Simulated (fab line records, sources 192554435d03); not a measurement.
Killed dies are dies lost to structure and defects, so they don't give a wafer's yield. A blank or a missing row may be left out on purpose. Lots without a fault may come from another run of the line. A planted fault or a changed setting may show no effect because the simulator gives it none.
Chamber matching | flow n5_finfet | N5_MOL_CONTACT_COAG_ETCH_48 on rie_diel-01: 4 sister chambers
The step etches SiOC in C4F6/O2, target depth 15 nm, overetch 4.5 nm, time 17 s. 4 wafers are shown with their chamber, then 7 later ones without.

WAFERS WITH THEIR CHAMBER
wafer  | chamber | rf_vpp_V (V)
L090.2 | 0       | 1502
L090.4 | 2       | 1551
L091.4 | 1       | 1623
L091.5 | 3       | 1653

WAFERS WITHOUT THEIR CHAMBER
wafer  | rf_vpp_V (V)
L091.6 | 1553
L093.1 | 1553
L093.2 | 1623
L093.5 | 1654
L096.3 | 1551
L096.5 | 1502
L096.6 | 1653

WHICH CHAMBER EACH WENT THROUGH
wafer  | from the rows above | in truth
L091.6 | 2                   | 2
L093.1 | 2                   | 2
L093.2 | 1                   | 1
L093.5 | 3                   | 3
L096.3 | 2                   | 2
L096.5 | 0                   | 0
L096.6 | 3                   | 3
Placed correctly: 7 of 7. Can't be placed from these rows: 0. Placed wrongly: 0.
How it was worked out, from the rows above alone: a wafer's distance from a chamber is the root of the sum, over the readings, of the square of ((its reading less the chamber's mean) divided by the reading's scatter). The wafer belongs to the nearest chamber; if the next one is less than 2 further off, it can't be placed. A chamber's mean is the mean of its shown wafers. The scatter: with one shown wafer a chamber, the root of the mean of the squares of how far each hidden wafer lies from its nearest shown one.
